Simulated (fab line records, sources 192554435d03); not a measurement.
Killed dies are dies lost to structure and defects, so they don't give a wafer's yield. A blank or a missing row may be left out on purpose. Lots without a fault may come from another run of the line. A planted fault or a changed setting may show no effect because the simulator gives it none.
Chamber matching | flow n5_finfet | N5_FIN_SAQP_MANDREL2_REMOVE_60 on rie_si-06: 4 sister chambers
The step chemistry HBr/Cl2/O2, target a-Si, stops on SiNx, bt time 10 s. 4 wafers are shown with their chamber, then 8 later ones without.

WAFERS WITH THEIR CHAMBER
wafer  | chamber | drypump_motor_current_A (A)
L078.5 | 2       | 6.2
L084.5 | 3       | 6.2
L085.5 | 0       | 5.4
L087.2 | 1       | 5.4

WAFERS WITHOUT THEIR CHAMBER
wafer  | drypump_motor_current_A (A)
L087.4 | 5.4
L087.5 | 5.4
L089.2 | 6.2
L089.4 | 5.4
L089.5 | 5.3
L093.1 | 6.2
L093.2 | 6.2
L093.3 | 5.4

WHICH CHAMBER EACH WENT THROUGH
wafer  | from the rows above     | in truth
L087.4 | can't be placed: 0 or 1 | 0
L087.5 | can't be placed: 0 or 1 | 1
L089.2 | can't be placed: 2 or 3 | 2
L089.4 | can't be placed: 0 or 1 | 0
L089.5 | can't be placed: 0 or 1 | 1
L093.1 | can't be placed: 2 or 3 | 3
L093.2 | can't be placed: 2 or 3 | 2
L093.3 | can't be placed: 0 or 1 | 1
Placed correctly: 0 of 8. Can't be placed from these rows: 8 (the true chamber is among the candidates in 8). Placed wrongly: 0.
How it was worked out, from the rows above alone: a wafer's distance from a chamber is the root of the sum, over the readings, of the square of ((its reading less the chamber's mean) divided by the reading's scatter). The wafer belongs to the nearest chamber; if the next one is less than 2 further off, it can't be placed. A chamber's mean is the mean of its shown wafers. The scatter: with one shown wafer a chamber, the root of the mean of the squares of how far each hidden wafer lies from its nearest shown one.
